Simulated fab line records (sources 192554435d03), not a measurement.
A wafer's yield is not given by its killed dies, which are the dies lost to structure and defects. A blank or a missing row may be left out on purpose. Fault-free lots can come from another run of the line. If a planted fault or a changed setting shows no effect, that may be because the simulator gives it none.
Which tool did it? + flow n5_finfet + 72 wafers from 24 lots sampled at 6 of the route's 1938 steps

## WHAT EACH GAUGE READ, for each wafer
N5_BEOL_M13_CD_MEAS_28: the cd target is 209.5 nm. Usual: 209.9 nm for cd_nm, sd 1.5.
| lot  | measured     | on        | cd_nm (nm)        | flag |
|------|--------------|-----------|-------------------|------|
| L076 | day 11 03:38 | cd_sem-02 | 206.4 208.7 206.2 |      |
| L075 | day 11 09:25 | cd_sem-02 | 209.8 206.1 208.2 |      |
| L074 | day 11 10:11 | cd_sem-03 | 208.3 210.3 212.2 |      |
| L077 | day 11 14:20 | cd_sem-01 | 209.4 209.7 209.1 |      |
| L078 | day 12 07:37 | cd_sem-03 | 208.5 207.5 210.7 |      |
| L080 | day 12 07:59 | cd_sem-01 | 210.3 210.9 209.5 |      |
| L079 | day 12 10:13 | cd_sem-02 | 209.0 212.9 211.1 |      |
| L081 | day 12 21:44 | cd_sem-02 | 209.2 210.1 209.4 |      |
| L083 | day 13 13:41 | cd_sem-02 | 211.0 211.6 208.5 |      |
| L084 | day 13 13:55 | cd_sem-03 | 210.5 210.2 209.2 |      |
| L082 | day 13 14:26 | cd_sem-03 | 211.7 210.8 209.1 |      |
| L085 | day 14 02:22 | cd_sem-03 | 208.3 210.9 210.7 |      |
| L086 | day 14 22:11 | cd_sem-03 | 209.7 207.9 210.8 |      |
| L087 | day 14 22:34 | cd_sem-03 | 209.4 209.4 211.5 |      |
| L089 | day 15 15:50 | cd_sem-03 | 211.4 208.3 210.6 |      |
| L088 | day 15 16:25 | cd_sem-01 | 208.7 213.1 211.3 |      |
| L093 | day 16 00:44 | cd_sem-03 | 207.6 207.8 208.6 |      |
| L090 | day 16 01:44 | cd_sem-01 | 210.2 210.8 210.1 |      |
| L091 | day 16 06:39 | cd_sem-01 | 210.1 209.7 211.9 |      |
| L092 | day 16 08:50 | cd_sem-01 | 209.3 208.1 207.7 |      |
| L094 | day 16 15:03 | cd_sem-01 | 213.0 212.1 211.0 |      |
| L095 | day 16 16:14 | cd_sem-03 | 212.1 213.2 211.6 |      |
| L097 | day 17 11:38 | cd_sem-01 | 207.9 208.6 211.3 |      |
| L096 | day 17 12:52 | cd_sem-01 | 209.6 209.6 212.0 |      |

N5_BEOL_M13_OCD_MEAS_35. Usual: 412 nm for trench_depth_nm, sd 9.3.
| lot  | measured     | on     | trench_depth_nm (nm) | flag |
|------|--------------|--------|----------------------|------|
| L076 | day 11 04:23 | ocd-02 | 400 410 417          |      |
| L075 | day 11 10:07 | ocd-02 | 403 412 428          |      |
| L074 | day 11 10:51 | ocd-02 | 406 414 399          |      |
| L077 | day 11 15:01 | ocd-01 | 401 397 401          |      |
| L078 | day 12 08:17 | ocd-02 | 403 419 424          |      |
| L080 | day 12 08:39 | ocd-01 | 426 407 399          |      |
| L079 | day 12 10:53 | ocd-01 | 417 402 423          |      |
| L081 | day 12 22:24 | ocd-01 | 406 415 415          |      |
| L083 | day 13 14:20 | ocd-01 | 426 424 423          |      |
| L084 | day 13 14:35 | ocd-02 | 408 400 401          |      |
| L082 | day 13 15:05 | ocd-01 | 406 415 429          |      |
| L085 | day 14 03:02 | ocd-02 | 419 421 410          |      |
| L086 | day 14 22:50 | ocd-02 | 414 415 418          |      |
| L087 | day 14 23:14 | ocd-01 | 397 415 422          |      |
| L089 | day 15 16:31 | ocd-01 | 397 426 394          |      |
| L088 | day 15 17:07 | ocd-01 | 415 419 421          |      |
| L093 | day 16 01:38 | ocd-02 | 417 399 425          |      |
| L090 | day 16 02:24 | ocd-02 | 424 392 408          |      |
| L091 | day 16 07:21 | ocd-02 | 402 420 405          |      |
| L092 | day 16 09:30 | ocd-01 | 406 395 417          |      |
| L094 | day 16 15:43 | ocd-01 | 410 409 405          |      |
| L095 | day 16 16:58 | ocd-02 | 400 403 409          |      |
| L097 | day 17 12:17 | ocd-01 | 411 405 426          |      |
| L096 | day 17 13:32 | ocd-02 | 403 419 406          |      |

N5_BEOL_M13_INSPECT_55: inspects for defects (darkfield). Usual: 65 for raw_defect_count, sd 23.
| lot  | measured     | on                | raw_defect_count | flag |
|------|--------------|-------------------|------------------|------|
| L076 | day 11 08:20 | defect_inspect-02 | 34 38 57         |      |
| L075 | day 11 12:01 | defect_inspect-01 | 39 49 149        |      |
| L074 | day 11 13:32 | defect_inspect-02 | 44 76 78         |      |
| L077 | day 11 17:47 | defect_inspect-01 | 44 37 57         |      |
| L078 | day 12 16:02 | defect_inspect-02 | 53 49 27         |      |
| L080 | day 12 15:34 | defect_inspect-02 | 46 63 61         |      |
| L079 | day 12 17:53 | defect_inspect-01 | 79 65 81         |      |
| L081 | day 13 05:14 | defect_inspect-01 | 70 40 35         |      |
| L083 | day 13 18:43 | defect_inspect-01 | 46 43 85         |      |
| L084 | day 14 00:31 | defect_inspect-02 | 69 59 48         |      |
| L082 | day 14 00:31 | defect_inspect-02 | 109 98 118       |      |
| L085 | day 14 08:31 | defect_inspect-01 | 86 63 74         |      |
| L086 | day 15 02:11 | defect_inspect-01 | 35 54 44         |      |
| L087 | day 15 02:18 | defect_inspect-01 | 53 75 52         |      |
| L089 | day 15 18:30 | defect_inspect-02 | 78 89 66         |      |
| L088 | day 15 19:26 | defect_inspect-02 | 45 90 60         |      |
| L093 | day 16 04:06 | defect_inspect-01 | 66 60 80         |      |
| L090 | day 16 08:05 | defect_inspect-02 | 39 107 93        |      |
| L091 | day 16 09:52 | defect_inspect-02 | 87 85 53         |      |
| L092 | day 16 14:05 | defect_inspect-02 | 95 53 95         |      |
| L094 | day 16 17:24 | defect_inspect-01 | 90 72 35         |      |
| L095 | day 16 22:38 | defect_inspect-02 | 58 57 86         |      |
| L097 | day 17 20:33 | defect_inspect-02 | 52 79 57         |      |
| L096 | day 17 20:56 | defect_inspect-02 | 72 69 42         |      |

## TOOL THAT RAN EACH LOT (tool first, then ch and the chambers of the sampled wafers, then the start)
| lot  | N5_BEOL_M12_SPUTTER_45       | N5_BEOL_M13_ETCH_67                | N5_BEOL_M13_ANNEAL_48            |
|------|------------------------------|------------------------------------|----------------------------------|
| L076 | pvd_sputter-03, day 11 00:57 | rie_diel-02 ch 0,1,3, day 11 03:50 | rtp_anneal-02 ch 0, day 11 07:37 |
| L075 | pvd_sputter-02, day 11 06:49 | rie_diel-02 ch 1,2,3, day 11 09:34 | rtp_anneal-02 ch 0, day 11 11:21 |
| L074 | pvd_sputter-03, day 11 07:23 | rie_diel-02 ch 0,1,3, day 11 10:18 | rtp_anneal-02 ch 0, day 11 12:55 |
| L077 | pvd_sputter-03, day 11 11:38 | rie_diel-04 ch 1,2, day 11 14:28   | rtp_anneal-02 ch 0, day 11 17:06 |
| L078 | pvd_sputter-03, day 12 00:47 | rie_diel-02 ch 0,2,3, day 12 07:44 | rtp_anneal-01 ch 0, day 12 15:16 |
| L080 | pvd_sputter-03, day 12 01:07 | rie_diel-04 ch 1,2,3, day 12 08:07 | rtp_anneal-01 ch 0, day 12 14:49 |
| L079 | pvd_sputter-02, day 12 03:32 | rie_diel-02 ch 0,2,3, day 12 10:20 | rtp_anneal-01 ch 0, day 12 17:07 |
| L081 | pvd_sputter-03, day 12 15:46 | rie_diel-04 ch 0,1, day 12 21:51   | rtp_anneal-01 ch 0, day 13 04:32 |
| L083 | pvd_sputter-03, day 13 10:43 | rie_diel-02 ch 1,2, day 13 13:48   | rtp_anneal-01 ch 0, day 13 18:01 |
| L084 | pvd_sputter-01, day 13 10:55 | rie_diel-04 ch 0,1, day 13 14:02   | rtp_anneal-01 ch 0, day 13 23:12 |
| L082 | pvd_sputter-03, day 13 11:04 | rie_diel-02 ch 0,2,3, day 13 14:33 | rtp_anneal-01 ch 0, day 13 23:39 |
| L085 | pvd_sputter-01, day 13 20:26 | rie_diel-06 ch 0,1,2, day 14 02:29 | rtp_anneal-02 ch 0, day 14 07:31 |
| L086 | pvd_sputter-02, day 14 19:37 | rie_diel-06 ch 1,2,3, day 14 22:18 | rtp_anneal-02 ch 0, day 15 01:26 |
| L087 | pvd_sputter-01, day 14 19:50 | rie_diel-02 ch 1,2,3, day 14 22:42 | rtp_anneal-01 ch 0, day 15 01:33 |
| L089 | pvd_sputter-02, day 15 13:16 | rie_diel-04 ch 1,3, day 15 15:58   | rtp_anneal-01 ch 0, day 15 17:50 |
| L088 | pvd_sputter-02, day 15 13:38 | rie_diel-06 ch 1,2, day 15 16:35   | rtp_anneal-02 ch 0, day 15 18:39 |
| L093 | pvd_sputter-02, day 15 22:01 | rie_diel-02 ch 1,2,3, day 16 01:05 | rtp_anneal-02 ch 0, day 16 03:20 |
| L090 | pvd_sputter-02, day 15 22:47 | rie_diel-02 ch 0,1,3, day 16 01:52 | rtp_anneal-01 ch 0, day 16 07:20 |
| L091 | pvd_sputter-03, day 16 03:36 | rie_diel-06 ch 1,3, day 16 06:48   | rtp_anneal-02 ch 0, day 16 09:10 |
| L092 | pvd_sputter-01, day 16 06:20 | rie_diel-04 ch 0,1,3, day 16 08:58 | rtp_anneal-02 ch 0, day 16 13:21 |
| L094 | pvd_sputter-03, day 16 12:28 | rie_diel-06 ch 0,3, day 16 15:10   | rtp_anneal-01 ch 0, day 16 16:44 |
| L095 | pvd_sputter-02, day 16 13:35 | rie_diel-04 ch 0,2, day 16 16:25   | rtp_anneal-01 ch 0, day 16 21:53 |
| L097 | pvd_sputter-03, day 17 08:43 | rie_diel-04 ch 0,2,3, day 17 11:45 | rtp_anneal-02 ch 0, day 17 19:53 |
| L096 | pvd_sputter-03, day 17 09:59 | rie_diel-04 ch 0,2,3, day 17 12:59 | rtp_anneal-01 ch 0, day 17 20:00 |
- N5_BEOL_M12_SPUTTER_45: material Cu, target thk 80 nm, time 13.33 s.
- N5_BEOL_M13_ETCH_67: etches SiARC in CF4, target depth 143 nm, time 238.3 s.
- N5_BEOL_M13_ANNEAL_48: time 90 s.

## AS READ BY THE TOOLS THEMSELVES (means over the sampled wafers that have a number; for cases with no such wafer, the mark the record gives instead)
N5_BEOL_M12_SPUTTER_45. Usual: 30.2 % for throttle_valve_pct, sd 0.78.
| lot  | tool           | throttle_valve_pct (%) | flag |
|------|----------------|------------------------|------|
| L076 | pvd_sputter-03 | 30.8                   |      |
| L075 | pvd_sputter-02 | 29.9                   |      |
| L074 | pvd_sputter-03 | 30.8                   |      |
| L077 | pvd_sputter-03 | 30.4                   |      |
| L078 | pvd_sputter-03 | 30.6                   |      |
| L080 | pvd_sputter-03 | 30.0                   |      |
| L079 | pvd_sputter-02 | 30.1                   |      |
| L081 | pvd_sputter-03 | 30.9                   |      |
| L083 | pvd_sputter-03 | 30.4                   |      |
| L084 | pvd_sputter-01 | 28.9                   |      |
| L082 | pvd_sputter-03 | 30.3                   |      |
| L085 | pvd_sputter-01 | 29.9                   |      |
| L086 | pvd_sputter-02 | 29.9                   |      |
| L087 | pvd_sputter-01 | 29.6                   |      |
| L089 | pvd_sputter-02 | 30.0                   |      |
| L088 | pvd_sputter-02 | 30.0                   |      |
| L093 | pvd_sputter-02 | 29.9                   |      |
| L090 | pvd_sputter-02 | 29.9                   |      |
| L091 | pvd_sputter-03 | 29.7                   |      |
| L092 | pvd_sputter-01 | 29.6                   |      |
| L094 | pvd_sputter-03 | 30.7                   |      |
| L095 | pvd_sputter-02 | 29.9                   |      |
| L097 | pvd_sputter-03 | 30.1                   |      |
| L096 | pvd_sputter-03 | 30.1                   |      |

N5_BEOL_M13_ETCH_67. Usual: drypump_motor_current_A 5.8 A, standard deviation 0.56; etch_rf_on_time_s 238 s, standard deviation 8.9; oes_product_au 0.66 a.u., standard deviation 0.088; rf_vpp_V 184.2 V, standard deviation 1.3; showerhead_plenum_p_Torr 2.16 Torr, standard deviation 0.075; throttle_valve_pct 15.55 %, standard deviation 0.22.
| lot  | tool        | drypump_motor_current_A (A) | etch_rf_on_time_s (s) | oes_product_au (a.u.) | rf_vpp_V (V) | showerhead_plenum_p_Torr (Torr) | throttle_valve_pct (%) | flag |
|------|-------------|-----------------------------|-----------------------|-----------------------|--------------|---------------------------------|------------------------|------|
| L076 | rie_diel-02 | 6.0                         | 240                   | 0.66                  | 184.5        | 2.17                            | 15.53                  |      |
| L075 | rie_diel-02 | 5.9                         | 239                   | 0.60                  | 184.5        | 2.12                            | 15.64                  |      |
| L074 | rie_diel-02 | 6.0                         | 237                   | 0.66                  | 185.1        | 2.17                            | 15.53                  |      |
| L077 | rie_diel-04 | 5.3                         | 242                   | 0.60                  | 184.1        | 2.21                            | 15.65                  |      |
| L078 | rie_diel-02 | 6.4                         | 236                   | 0.66                  | 183.3        | 2.12                            | 15.56                  |      |
| L080 | rie_diel-04 | 5.7                         | 236                   | 0.68                  | 185.3        | 2.24                            | 15.53                  |      |
| L079 | rie_diel-02 | 6.4                         | 236                   | 0.66                  | 183.7        | 2.12                            | 15.56                  |      |
| L081 | rie_diel-04 | 5.6                         | 241                   | 0.61                  | 184.9        | 2.20                            | 15.64                  |      |
| L083 | rie_diel-02 | 5.5                         | 234                   | 0.75                  | 183.7        | 2.14                            | 15.24                  |      |
| L084 | rie_diel-04 | 6.0                         | 243                   | 0.60                  | 184.6        | 2.21                            | 15.59                  |      |
| L082 | rie_diel-02 | 6.4                         | 236                   | 0.65                  | 183.5        | 2.11                            | 15.58                  |      |
| L085 | rie_diel-06 | 5.8                         | 241                   | 0.66                  | 184.6        | 2.14                            | 15.63                  |      |
| L086 | rie_diel-06 | 5.6                         | 237                   | 0.66                  | 182.8        | 2.09                            | 15.54                  |      |
| L087 | rie_diel-02 | 5.9                         | 241                   | 0.65                  | 184.2        | 2.11                            | 15.51                  |      |
| L089 | rie_diel-04 | 6.2                         | 246                   | 0.64                  | 185.2        | 2.23                            | 15.52                  |      |
| L088 | rie_diel-06 | 5.7                         | 234                   | 0.68                  | 183.8        | 2.13                            | 15.44                  |      |
| L093 | rie_diel-02 | 5.9                         | 240                   | 0.65                  | 183.4        | 2.11                            | 15.52                  |      |
| L090 | rie_diel-02 | 6.0                         | 238                   | 0.70                  | 184.0        | 2.16                            | 15.41                  |      |
| L091 | rie_diel-06 | 5.3                         | 240                   | 0.61                  | 183.8        | 2.06                            | 15.51                  |      |
| L092 | rie_diel-04 | 5.8                         | 241                   | 0.65                  | 185.3        | 2.22                            | 15.59                  |      |
| L094 | rie_diel-06 | 5.4                         | 237                   | 0.59                  | 183.6        | 2.08                            | 15.73                  |      |
| L095 | rie_diel-04 | 5.0                         | 243                   | 0.74                  | 184.8        | 2.19                            | 15.45                  |      |
| L097 | rie_diel-04 | 5.4                         | 239                   | 0.71                  | 185.0        | 2.22                            | 15.50                  |      |
| L096 | rie_diel-04 | 5.4                         | 239                   | 0.70                  | 184.4        | 2.22                            | 15.50                  |      |

N5_BEOL_M13_ANNEAL_48. Usual: 226.32 for wafer_temp_C_max, sd 0.27.
| lot  | tool          | wafer_temp_C_max | flag |
|------|---------------|------------------|------|
| L076 | rtp_anneal-02 | 226.11           |      |
| L075 | rtp_anneal-02 | 226.36           |      |
| L074 | rtp_anneal-02 | 226.24           |      |
| L077 | rtp_anneal-02 | 226.27           |      |
| L078 | rtp_anneal-01 | 226.52           |      |
| L080 | rtp_anneal-01 | 226.35           |      |
| L079 | rtp_anneal-01 | 226.05           |      |
| L081 | rtp_anneal-01 | 226.49           |      |
| L083 | rtp_anneal-01 | 226.20           |      |
| L084 | rtp_anneal-01 | 226.61           |      |
| L082 | rtp_anneal-01 | 226.47           |      |
| L085 | rtp_anneal-02 | 226.46           |      |
| L086 | rtp_anneal-02 | 226.37           |      |
| L087 | rtp_anneal-01 | 226.30           |      |
| L089 | rtp_anneal-01 | 226.38           |      |
| L088 | rtp_anneal-02 | 226.46           |      |
| L093 | rtp_anneal-02 | 226.20           |      |
| L090 | rtp_anneal-01 | 226.53           |      |
| L091 | rtp_anneal-02 | 226.28           |      |
| L092 | rtp_anneal-02 | 226.50           |      |
| L094 | rtp_anneal-01 | 226.48           |      |
| L095 | rtp_anneal-01 | 226.20           |      |
| L097 | rtp_anneal-02 | 226.21           |      |
| L096 | rtp_anneal-01 | 226.18           |      |

## THE ANSWER, worked out from the rows above alone
Rule: take the mean of a lot's wafers that have a number; if it is more than 3 standard deviations from the usual mean, the lot is off. A lot without any number at a reading at which 4 lots or more have one is off too. All remaining lots with rows at the step are treated as sound. After the gauges, taken in route order, come the tools' own readings; for these a lot's mean is taken, as printed above. The first step at which some lot is off is used, and at that step the reading that is off furthest; a lot without a number counts as furthest.
No lot is off on any of the readings shown, so nothing can be concluded from this.

## WHAT HAD BEEN PUT IN BY THE SIMULATOR
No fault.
